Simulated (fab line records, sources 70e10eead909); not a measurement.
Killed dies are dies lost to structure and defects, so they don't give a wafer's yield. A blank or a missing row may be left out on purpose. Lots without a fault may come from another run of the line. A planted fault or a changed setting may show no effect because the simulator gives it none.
Tool commonality check | flow nand_harc | 13 lots, 39 wafers sampled

WHY IT WAS OPENED
At NHARC_P_ZERO_WELL_CD_MEAS_52 the reading cd_nm is flagged on 1 of 13 lots. Wafers without a fault read 2000.4 nm, standard deviation 1.6.
Rule: a lot is flagged when every wafer of it that has a number lies more than 4 standard deviations from that mean, or none has a number. The other lots count as sound.

lot  | measured     | on        | cd_nm (nm), wafer by wafer | flag
L478 | day 2 01:56  | cd_sem-01 | 2001.6 2001.6 2000.4       |
L482 | day 3 17:36  | cd_sem-01 | 1998.2 2000.1 1998.4       |
L483 | day 4 03:44  | cd_sem-03 | 2000.5 1997.9 1999.9       |
L484 | day 4 13:43  | cd_sem-02 | 2001.2 2002.8 2001.3       |
L485 | day 4 23:29  | cd_sem-03 | 2001.4 1999.9 2000.6       |
L487 | day 5 19:55  | cd_sem-03 | 1998.9 1999.5 1998.4       |
L488 | day 6 05:58  | cd_sem-02 | 2001.4 2001.9 2002.2       |
L489 | day 6 15:46  | cd_sem-02 | 1918.2 1915.8 1915.1       | FLAGGED
L490 | day 7 03:53  | cd_sem-01 | 1995.7 1998.2 1996.7       |
L491 | day 7 11:45  | cd_sem-01 | 1996.8 2000.3 1999.5       |
L496 | day 9 13:31  | cd_sem-02 | 2000.0 2002.3 2001.7       |
L499 | day 10 19:31 | cd_sem-01 | 1999.8 2000.8 1999.5       |
L501 | day 11 15:44 | cd_sem-03 | 2000.2 2001.9 2000.9       |
The numbers of the flagged lots are 1916.4 nm on average: -84.0 nm against the usual, or -53 standard deviations.

WHICH TOOL RAN EACH LOT
The record holds 2 process steps before the reading, out of a route of 1302 steps. In each cell: the tool, then ch and the chambers that the sampled wafers went through, then the start.
lot  | flag    | NHARC_P_ZERO_WELL_ETCH_62                     | NHARC_P_ZERO_WELL_EXPOSE_49
L478 |         | rie_diel-06 ch 2,3, day 1 22:40 or earlier    | krf_scanner-03 ch 0, day 2 01:47
L482 |         | rie_diel-06 ch 0,1,2, day 3 14:28 or earlier  | krf_scanner-02 ch 0, day 3 17:27
L483 |         | rie_diel-01 ch 0,1,3, day 4 00:27 or earlier  | krf_scanner-03 ch 0, day 4 03:34
L484 |         | rie_diel-01 ch 1,2,3, day 4 10:27 or earlier  | krf_scanner-01 ch 0, day 4 13:34
L485 |         | rie_diel-09 ch 1,3, day 4 20:20 or earlier    | krf_scanner-01 ch 0, day 4 23:19
L487 |         | rie_diel-01 ch 0,1, day 5 16:42 or earlier    | krf_scanner-02 ch 0, day 5 19:45
L488 |         | rie_diel-01 ch 0,1, day 6 02:40 or earlier    | krf_scanner-01 ch 0, day 6 05:49
L489 | FLAGGED | rie_diel-01 ch 0,1,3, day 6 12:34 or earlier  | krf_scanner-03 ch 0, day 6 15:37
L490 |         | rie_diel-01 ch 0,3, day 6 22:39 or earlier    | krf_scanner-02 ch 0, day 7 03:43
L491 |         | rie_diel-01 ch 0,1,2, day 7 08:35 or earlier  | krf_scanner-02 ch 0, day 7 11:35
L496 |         | rie_diel-09 ch 0,2, day 9 10:20 or earlier    | krf_scanner-03 ch 0, day 9 13:21
L499 |         | rie_diel-01 ch 0,1,3, day 10 16:29 or earlier | krf_scanner-01 ch 0, day 10 19:21
L501 |         | rie_diel-01 ch 0,2,3, day 11 12:28 or earlier | krf_scanner-03 ch 0, day 11 15:35
What these steps do:
- NHARC_P_ZERO_WELL_ETCH_62: etches the open film in CHF3/Ar, target depth 13 nm, time 6.5 s.
- NHARC_P_ZERO_WELL_EXPOSE_49: exposes mask P HVPW, target cd 2000 nm.
- NHARC_P_ZERO_WELL_CD_MEAS_52: target cd 2000 nm.

FLAGGED OVER TOTAL, TOOL BY TOOL (the gauges that took the reading come last)
step                         | tool           | lots run | flagged | share of the flagged lots | sound lots run after its first flagged lot
NHARC_P_ZERO_WELL_ETCH_62    | rie_diel-01    | 9        | 1       | all                       | 4 (L490,L491,L499,L501)
NHARC_P_ZERO_WELL_ETCH_62    | rie_diel-06    | 2        | 0       | none                      | -
NHARC_P_ZERO_WELL_ETCH_62    | rie_diel-09    | 2        | 0       | none                      | -
NHARC_P_ZERO_WELL_EXPOSE_49  | krf_scanner-01 | 4        | 0       | none                      | -
NHARC_P_ZERO_WELL_EXPOSE_49  | krf_scanner-02 | 4        | 0       | none                      | -
NHARC_P_ZERO_WELL_EXPOSE_49  | krf_scanner-03 | 5        | 1       | all                       | 2 (L496,L501)
NHARC_P_ZERO_WELL_CD_MEAS_52 | cd_sem-01      | 5        | 0       | none                      | -
NHARC_P_ZERO_WELL_CD_MEAS_52 | cd_sem-02      | 4        | 1       | all                       | 1 (L496)
NHARC_P_ZERO_WELL_CD_MEAS_52 | cd_sem-03      | 4        | 0       | none                      | -
NHARC_P_ZERO_WELL_ETCH_62 gives no start for some lots, so the hours and the order of its lots are those of NHARC_P_ZERO_WELL_CD_MEAS_24.

WHAT THE TABLE ALLOWS
3 rows of the table ran every flagged lot: rie_diel-01 at NHARC_P_ZERO_WELL_ETCH_62, krf_scanner-03 at NHARC_P_ZERO_WELL_EXPOSE_49, cd_sem-02 at NHARC_P_ZERO_WELL_CD_MEAS_52.
- rie_diel-01 at NHARC_P_ZERO_WELL_ETCH_62: 1 of its 9 lots flagged. Sound lots ran on it after the first flagged one (L490, L491, L499, L501), which a lasting fault on the whole tool wouldn't allow.
- krf_scanner-03 at NHARC_P_ZERO_WELL_EXPOSE_49: 1 of its 5 lots flagged. Sound lots ran on it after the first flagged one (L496, L501), which a lasting fault on the whole tool wouldn't allow.
- cd_sem-02 at NHARC_P_ZERO_WELL_CD_MEAS_52: 1 of its 4 lots flagged. Sound lots ran on it after the first flagged one (L496), which a lasting fault on the whole tool wouldn't allow.
No row of the table ran every flagged lot and no sound lot after the first.

WHAT THE SIMULATOR HAD PUT IN
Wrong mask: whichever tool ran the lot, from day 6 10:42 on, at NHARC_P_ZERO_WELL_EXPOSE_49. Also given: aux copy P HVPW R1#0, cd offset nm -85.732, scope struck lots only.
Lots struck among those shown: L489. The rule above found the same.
